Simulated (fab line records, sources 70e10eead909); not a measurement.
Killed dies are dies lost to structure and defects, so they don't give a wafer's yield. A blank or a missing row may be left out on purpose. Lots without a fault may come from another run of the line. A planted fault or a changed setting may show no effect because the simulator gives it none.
A struck lot beside a sound one | flow nand_harc | 20 steps out of a route of 1302
Sound: wafers L208.2, L208.3, L208.4. Struck: wafers L216.1, L216.3, L216.6. The cause comes at the end.
At each step with rows: each side's tool, then ch and its chambers, then its first start. Under that, the readings that differ: sound wafers | struck wafers | difference of the means | sigmas: that difference in standard deviations of wafers without a fault.
alike: readings whose means differ by less than 2 such deviations, and words and numbers that are the same on both sides. not compared: withheld readings, readings that some wafer has no value for, bounds like >300 that may hide the same value, and numbers for which the record gives no deviation and whose values overlap.
The two part at a step that has a row with sigmas, a row that says differs or no value, or rows on one side only. Numbers that don't overlap but have no deviation are shown without sigmas and don't part them. A reading that every wafer of one side lacks parts them only if that side has two wafers or more.

NHARC_P_ZERO_WELL_CD_MEAS_11: target cd 500 nm.
  sound on cd_sem-02 ch 0, day 1 21:14; struck on cd_sem-03 ch 0, day 5 05:32
  alike: cd_nm
then, 1 step without rows for these wafers: NHARC_P_ZERO_WELL_HARDBAKE_12 (time 65 s).
NHARC_P_ZERO_WELL_DESCUM_13: chemistry O2, time 3 s.
  sound on rie_diel-01 ch 0,2,3, day 1 21:23; struck on rie_diel-06 ch 1,2, day 5 05:42
  alike: drypump_motor_current_A, oes_product_au, rf_vpp_V, showerhead_plenum_p_Torr, throttle_valve_pct
  not compared: rf_hours_counter_h
NHARC_P_ZERO_WELL_ETCH_65: etches the open film in N2/H2, target depth 80 nm, overetch 24 nm, time 87.88 s.
  sound on rie_diel-01 ch 0,1,3, day 1 21:29; struck on rie_diel-06 ch 2,3, day 5 05:47
  alike: drypump_motor_current_A, oes_product_au, rf_fwd_power_W, rf_vpp_V, showerhead_plenum_p_Torr, throttle_valve_pct
  not compared: rf_hours_counter_h
NHARC_P_ZERO_WELL_ETCH_62: etches the open film in CHF3/Ar, target depth 13 nm, time 6.5 s.
  sound on rie_diel-01 ch 0,1,2; struck on rie_diel-06 ch 0,1,2
  reading                | sound                | struck               | difference | sigmas
  throttle_valve_pct (%) | 20.225 20.221 20.247 | 20.210 20.194 20.198 | -0.030     | -3
  alike: chf3_flow_sccm, drypump_motor_current_A, oes_product_au, rf_fwd_power_W, rf_vpp_V, showerhead_plenum_p_Torr
  not compared: rf_hours_counter_h
NHARC_P_ZERO_WELL_ETCH_63: etches the open film in HBr/Cl2, target depth 120 nm, time 40.1 s.
  sound on rie_si-06 ch 1,2,3, day 1 21:39; struck on rie_si-06 ch 0,2,3, day 5 05:58
  alike: drypump_motor_current_A, oes_product_au, rf_fwd_power_W, throttle_valve_pct
  not compared: rf_hours_counter_h
then, 6 steps without rows for these wafers: NHARC_P_ZERO_WELL_STRIP_15 (strips in SPM, time 900 s); NHARC_P_ZERO_WELL_DEHYDRATE_16 (time 120 s); NHARC_P_ZERO_WELL_HMDS_17 (time 30 s); NHARC_P_ZERO_WELL_COAT_18; NHARC_P_ZERO_WELL_SOFTBAKE_19 (time 95 s); NHARC_P_ZERO_WELL_EBR_20.
NHARC_P_ZERO_WELL_EXPOSE_21: exposes mask P NWELL, target cd 720 nm.
  sound on krf_scanner-04 ch 0, day 1 22:25; struck on krf_scanner-04 ch 0, day 5 06:36
  reading | sound                         | struck                                 | difference | sigmas
  mask    | P_NWELL#0 P_NWELL#0 P_NWELL#0 | P_NWELL_R1#0 P_NWELL_R1#0 P_NWELL_R1#0 | differs    |
then, 2 steps without rows for these wafers: NHARC_P_ZERO_WELL_PEB_22 (peb time 85 s); NHARC_P_ZERO_WELL_DEVELOP_23 (time 70 s).
NHARC_P_ZERO_WELL_CD_MEAS_24: target cd 720 nm.
  sound on cd_sem-02 ch 0, day 1 22:35; struck on cd_sem-02 ch 0, day 5 06:45
  reading    | sound             | struck            | difference | sigmas
  cd_nm (nm) | 716.1 719.6 720.4 | 667.0 670.3 668.8 | -50.0      | -29
then, 1 step without rows for these wafers: NHARC_P_ZERO_WELL_HARDBAKE_25 (time 80 s).
NHARC_P_ZERO_WELL_DESCUM_26: chemistry O2, time 3 s.
  sound on rie_diel-13 ch 0,1,3, day 1 22:44; struck on rie_diel-06 ch 1,3, day 5 06:55
  reading                      | sound           | struck          | difference | sigmas
  model.P_ZERO_WELL.cd_nm (nm) | 715.8 719.1 720 | 666 670.1 668.2 | -50        |
  alike: drypump_motor_current_A, oes_product_au, rf_vpp_V, showerhead_plenum_p_Torr, throttle_valve_pct
  not compared: rf_hours_counter_h
then, 1 step without rows for these wafers: NHARC_P_ZERO_WELL_IMPLANT_27.
-- the record jumps here: 23 days lie between the struck wafers' starts before and after (it left off in module P_ZERO_WELL and takes up again in module END, whose first step shown is number 1302 of the route) --
NHARC_END_SORT_01:
  the record has rows for the struck wafers here (prober-01 ch 0, day 28 08:52) and none for the sound ones

WHERE THEY PART
First at NHARC_P_ZERO_WELL_ETCH_62; last, within this record, at NHARC_END_SORT_01.

WHY: what the simulator had put in
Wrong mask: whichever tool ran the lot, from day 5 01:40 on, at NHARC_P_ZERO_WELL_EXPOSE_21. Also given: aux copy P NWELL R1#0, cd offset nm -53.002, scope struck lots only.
